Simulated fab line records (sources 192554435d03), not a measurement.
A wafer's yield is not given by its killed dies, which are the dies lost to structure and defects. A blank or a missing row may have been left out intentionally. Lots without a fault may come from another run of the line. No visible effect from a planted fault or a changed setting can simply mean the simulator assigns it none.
Split-lot experiment | flow n5Finfet | 7 lots, 21 wafers read, on a route of 1938 steps

## SPLIT DETAILS
At N5_ZERO_LAYER_COAT_05 (resist thk 1000 nm), the setting spinRpm was moved away from the recipe's 1500 rpm on 9 of the 21 wafers read, by -7.9% to +6.6%. This setting was run at the recipe's value on the other wafers.

## FROM THE SPLIT TO THE READING: what the file shows between them, 7 steps
- N5_ZERO_LAYER_EXPOSE_08: exposes mask ZERO, defocus 0 nm, target cd 2000 nm (also split here: doseMj)
- N5_ZERO_LAYER_PEB_09
- N5_ZERO_LAYER_DEVELOP_10: develop time 60 s
- N5_ZERO_LAYER_HARDBAKE_23: time 120 s
- N5_ZERO_LAYER_CD_MEAS_11: target cd 2000 nm
- N5_ZERO_LAYER_DESCUM_16: chemistry O2, time 7.9 s
- N5_ZERO_LAYER_ETCH_17: etches SiO2 in CF4, target depth 12 nm, time 13.3 s

## THE READING
coat_of_ZERO_LAYER_COAT_05.thkNm (the simulator's own value, which no gauge read), in nm, at N5_ZERO_LAYER_ETCH_18 (etches Si in HBr/Cl2, target depth 120 nm, time 40 s). The file does not state a usual value for it. Here, 12 wafers ran the recipe; their average is 928.6 nm with a standard deviation of 2.1 nm.

wafer  | tool, chamber at the split | spinRpm as run, rpm | against the recipe | coat_of_ZERO_LAYER_COAT_05.thkNm, nm | against lot-mates on the recipe
L075.2 | lithoTrack-02, 0           | 1500                | recipe             | 929.7                                | -
L075.3 | lithoTrack-02, 0           | 1599                | +6.6%              | 896.1                                | -34.4
L075.6 | lithoTrack-02, 0           | 1500                | recipe             | 931.2                                | -
L076.3 | lithoTrack-01, 0           | 1382                | -7.9%              | 967                                  | +38.5
L076.4 | lithoTrack-01, 0           | 1382                | -7.9%              | 968.8                                | +40.3
L076.5 | lithoTrack-01, 0           | 1500                | recipe             | 928.5                                | -
L080.2 | lithoTrack-01, 0           | 1414                | -5.7%              | 956.4                                | +29.7
L080.5 | lithoTrack-01, 0           | 1414                | -5.7%              | 955.8                                | +29.1
L080.6 | lithoTrack-01, 0           | 1500                | recipe             | 926.7                                | -
L081.2 | lithoTrack-01, 0           | 1500                | recipe             | 925.8                                | -
L081.5 | lithoTrack-01, 0           | 1500                | recipe             | 928.5                                | -
L081.6 | lithoTrack-01, 0           | 1500                | recipe             | 926.3                                | -
L084.3 | lithoTrack-01, 0           | 1500                | recipe             | 925.3                                | -
L084.5 | lithoTrack-01, 0           | 1500                | recipe             | 930.8                                | -
L084.6 | lithoTrack-01, 0           | 1500                | recipe             | 929.7                                | -
L085.2 | lithoTrack-01, 0           | 1572                | +4.8%              | 908                                  | -22.5
L085.3 | lithoTrack-01, 0           | 1500                | recipe             | 929.4                                | -
L085.5 | lithoTrack-01, 0           | 1500                | recipe             | 931.7                                | -
L093.1 | lithoTrack-01, 0           | 1447                | -3.5%              | 951.7                                | no lot-mate on the recipe
L093.3 | lithoTrack-01, 0           | 1447                | -3.5%              | 953.6                                | no lot-mate on the recipe
L093.5 | lithoTrack-01, 0           | 1447                | -3.5%              | 952.2                                | no lot-mate on the recipe

THE FIT
A straight line over all 21 wafers: coat_of_ZERO_LAYER_COAT_05.thkNm changes by -5.03 nm for each +1% of spinRpm; r = -0.99; the points scatter about the line by 3 nm.
The same after taking each lot's own level away (the mean of its wafers on the recipe; 18 wafers): -5.04 nm for each +1%; r = -1.00; scatter 1.4 nm.
On that fit, the largest move of spinRpm shifts the reading by 40 nm.
From 926.70 to 930.55 nm: that is the span of the lots' own levels, equal to 1.9 times the standard deviation above.
The two slopes agree, so the slope changes little with the lot-to-lot level.
Check: +40.1 nm against its lot-mates is what the line predicts for one of the wafers moved furthest among these (-7.9%) when that wafer is left out of the fit. Against them it came out at +38.5 nm.

## ADDITIONAL SPLITS CARRIED BY THESE WAFERS
Other splits were also applied to these wafers ahead of the reading. Each is held against what the fit with the lots' levels taken away leaves over:
other split on the same wafers | wafers away from the commonest value | r with coat_of_ZERO_LAYER_COAT_05.thkNm (lot level and that fit taken away)
N5_ZERO_LAYER_EXPOSE_08 doseMj | 5                                    | -0.29

## THE WHOLE CHAIN: every reading that the file lists as answering this split, in the file's order
step                   | what it does                                         | reading                                                                           | change (the file's fit)              | r (the file's)
N5_ZERO_LAYER_COAT_05  | resist thk 1000 nm                                   | coat_of_ZERO_LAYER_COAT_05.thkNm (the simulator's own value, which no gauge read) | -5.07 nm for each +1% of the setting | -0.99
N5_ZERO_LAYER_ETCH_18  | etches Si in HBr/Cl2, target depth 120 nm, time 40 s | coat_of_ZERO_LAYER_COAT_05.thkNm (the simulator's own value, which no gauge read) | -5.04 nm for each +1% of the setting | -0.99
N5_ZERO_LAYER_STRIP_24 | strips in O2                                         | stripTimeToEndpointS                                                              | withheld for each +1% of the setting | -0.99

## FILE'S OWN FIT
coat_of_ZERO_LAYER_COAT_05.thkNm changes by -5.04 nm for each +1% of spinRpm, r = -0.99.
